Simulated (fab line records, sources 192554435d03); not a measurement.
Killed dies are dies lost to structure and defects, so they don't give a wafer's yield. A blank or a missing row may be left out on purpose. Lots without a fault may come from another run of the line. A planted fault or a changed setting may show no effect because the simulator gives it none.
A struck lot beside a sound one | flow n5_finfet | 16 steps out of a route of 1938
Sound: wafers L769.4, L769.5, L769.6. Struck: wafers L779.1, L779.3, L779.6. The cause comes at the end.
At each step with rows: each side's tool, then ch and its chambers, then its first start. Under that, the readings that differ: sound wafers | struck wafers | difference of the means | sigmas: that difference in standard deviations of wafers without a fault.
alike: readings whose means differ by less than 2 such deviations, and words and numbers that are the same on both sides. not compared: withheld readings, readings that some wafer has no value for, bounds like >300 that may hide the same value, and numbers for which the record gives no deviation and whose values overlap.
The two part at a step that has a row with sigmas, a row that says differs or no value, or rows on one side only. Numbers that don't overlap but have no deviation are shown without sigmas and don't part them. A reading that every wafer of one side lacks parts them only if that side has two wafers or more.

first, 4 steps without rows for these wafers: N5_BEOL_M3_SOFTBAKE_23 (time 60 s); N5_BEOL_M3_EXPOSE_25 (exposes mask V2, defocus 5 nm); N5_BEOL_M3_PEB_26 (peb time 60 s); N5_BEOL_M3_DEVELOP_27 (develop time 30 s).
N5_BEOL_M3_CD_MEAS_28: target cd 25.7 nm, target cd y 23.3 nm.
  sound on cd_sem-02 ch 0, day 12 00:28; struck on cd_sem-01 ch 0, day 14 02:31
  alike: cd_nm
N5_BEOL_M3_OVL_MEAS_29:
  sound on overlay-02 ch 0, day 12 00:31; struck on overlay-02 ch 0, day 14 02:32
  alike: V2_OVL
N5_BEOL_M3_INSPECT_30: inspects for defects (brightfield).
  sound on defect_inspect-01, day 12 00:34; struck on defect_inspect-02, day 14 02:36
  alike: raw_defect_count
N5_BEOL_M3_DESCUM_33: chemistry O2, time 7 s.
  sound on rie_diel-01 ch 1,2, day 12 00:37; struck on rie_diel-01 ch 1,2, day 14 02:38
  alike: bias_power_w, drypump_motor_current_A, oes_product_au, rf_fwd_power_W, rf_vpp_V, showerhead_plenum_p_Torr, throttle_valve_pct
  not compared: rf_hours_counter_h
N5_BEOL_M3_ETCH_77: etches underlayer in N2/H2, target depth 6.5 nm, time 5.2 s.
  sound on rie_diel-01 ch 1,2, day 12 00:40; struck on rie_diel-01 ch 1,2, day 14 02:40
  alike: drypump_motor_current_A, etch_rf_on_time_s, oes_product_au, rf_fwd_power_W, rf_vpp_V, showerhead_plenum_p_Torr, throttle_valve_pct
  not compared: rf_hours_counter_h
N5_BEOL_M3_ETCH_69: etches SiARC in CF4, target depth 15.6 nm, time 26 s.
  sound on rie_diel-01 ch 1,2, day 12 00:41; struck on rie_diel-01 ch 1,2, day 14 02:41
  alike: drypump_motor_current_A, etch_rf_on_time_s, oes_product_au, rf_fwd_power_W, rf_vpp_V, showerhead_plenum_p_Torr, throttle_valve_pct
  not compared: rf_hours_counter_h
N5_BEOL_M3_ALD_98: deposits SiO2, target thk 2.5 nm, pulse time 1 s, co reactant pulse time 1 s.
  sound on ald_sin-02 ch 0,1,2, day 12 00:46; struck on ald_sin-04 ch 0,1, day 14 02:59
  alike: heater_power_w, precursor_pulse_height_rel
N5_BEOL_M3_ETCHBACK_99: etches SiO2 in CHF3, target depth 5 nm, time 10.4 s.
  sound on rie_diel-04 ch 0,2,3, day 12 10:17; struck on rie_diel-04 ch 1,2,3, day 14 20:50
  alike: drypump_motor_current_A, oes_product_au, rf_fwd_power_W, rf_vpp_V, showerhead_plenum_p_Torr, throttle_valve_pct
  not compared: rf_hours_counter_h
N5_BEOL_M3_ETCH_70: etches SOC in N2/H2, target depth 80 nm, overetch 16 nm, time 120 s.
  sound on rie_diel-04 ch 0,2,3, day 12 10:19; struck on rie_diel-04 ch 1,2,3, day 14 20:52
  reading                                    | sound             | struck            | difference | sigmas
  rf_fwd_power_W (W)                         | 838.1 836.9 829.8 | 634.5 637.7 629.6 | -201.0     | -69
  rf_vpp_V (V)                               | 528.2 524.2 524.7 | 573.6 576.6 571.1 | +48.1      | +24
  model.SiARC_of_BEOL_M3_COAT_68.thk_nm (nm) | 6.6 6.4 6.2       | 7.2 7.2 7         | +0.7       |
  alike: drypump_motor_current_A, oes_product_au, showerhead_plenum_p_Torr, throttle_valve_pct
  not compared: rf_hours_counter_h
then, 1 step without rows for these wafers: N5_BEOL_M3_STRIP_71 (strips in N2/H2).
-- the record jumps here: 3 days lie between the struck wafers' starts before and after (it left off in module BEOL_M3 and takes up again in module BEOL_M4, whose first step shown is number 1111 of the route) --
N5_BEOL_M4_RC_MEAS_101:
  sound on prober-01 ch 0, day 15 17:32; struck on prober-01 ch 0, day 18 06:20
  reading       | sound          | struck         | difference | sigmas
  SS_P (mV/dec) | 71.7 73.1 72.1 | 73.7 73.9 74.8 | +1.8       | +3
  alike: DIBL_N, DIBL_P, IOFF_N, IOFF_P, ION_N, ION_P, SS_N, VT_N, VT_P
N5_PASSIVATION_PROBE_49:
  the record has rows for the sound wafers here (prober-01, day 20 07:22) and none for the struck ones

WHERE THEY PART
First at N5_BEOL_M3_ETCH_70; last, within this record, at N5_PASSIVATION_PROBE_49.

WHY: what the simulator had put in
Process parameter drift: rie_diel-04, from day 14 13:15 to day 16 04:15, at N5_BEOL_M3_ETCH_70. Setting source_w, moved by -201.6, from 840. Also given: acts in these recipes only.
